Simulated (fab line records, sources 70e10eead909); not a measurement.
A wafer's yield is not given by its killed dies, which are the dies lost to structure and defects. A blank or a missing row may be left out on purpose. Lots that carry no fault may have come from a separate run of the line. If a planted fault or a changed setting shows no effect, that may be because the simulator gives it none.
Chamber matching	flow nandHarc	4 sister chambers for NHARC_A_STAIRCASE_ETCH_253 on rieDiel-07
The step etches the open film in C4F8/O2, target depth 50 nm, time 20.2 s. 4 wafers are shown with their chamber, then 11 later ones without.

WAFERS, EACH WITH ITS CHAMBER
wafer	chamber	rfVppV (V)
L082.2	0	895
L082.3	3	894
L082.5	1	897
L081.2	2	887

WAFERS WITH NO CHAMBER GIVEN
wafer	rfVppV (V)
L081.4	893
L081.6	894
L090.4	892
L090.5	895
L090.6	893
L092.3	888
L092.4	894
L092.5	893
L095.1	893
L095.4	895
L095.5	886

CHAMBER TAKEN BY EACH
wafer	from the rows above	in truth
L081.4	can't be placed: 3 or 0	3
L081.6	can't be placed: 3 or 0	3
L090.4	can't be placed: 3 or 0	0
L090.5	can't be placed: 0 or 3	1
L090.6	can't be placed: 3 or 0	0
L092.3	2	2
L092.4	can't be placed: 3 or 0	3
L092.5	can't be placed: 3 or 0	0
L095.1	can't be placed: 3 or 0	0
L095.4	can't be placed: 0 or 3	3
L095.5	2	2
2 of 11 placed correctly. Unplaceable from these rows: 9, with the true chamber sitting among the candidates in 8. Placed wrongly: 0.
How it was worked out, from the rows above alone: a wafer's distance from a chamber is the root of the sum, over the readings, of the square of ((its reading less the chamber's mean) divided by the reading's scatter). If the next closest chamber is less than 2 further off than the closest, the wafer can't be placed; otherwise it belongs to the closest. A chamber's mean is the mean of its shown wafers. The scatter (one wafer shown for each chamber): square how far every hidden wafer sits from the nearest shown wafer, average those squares and take the square root.
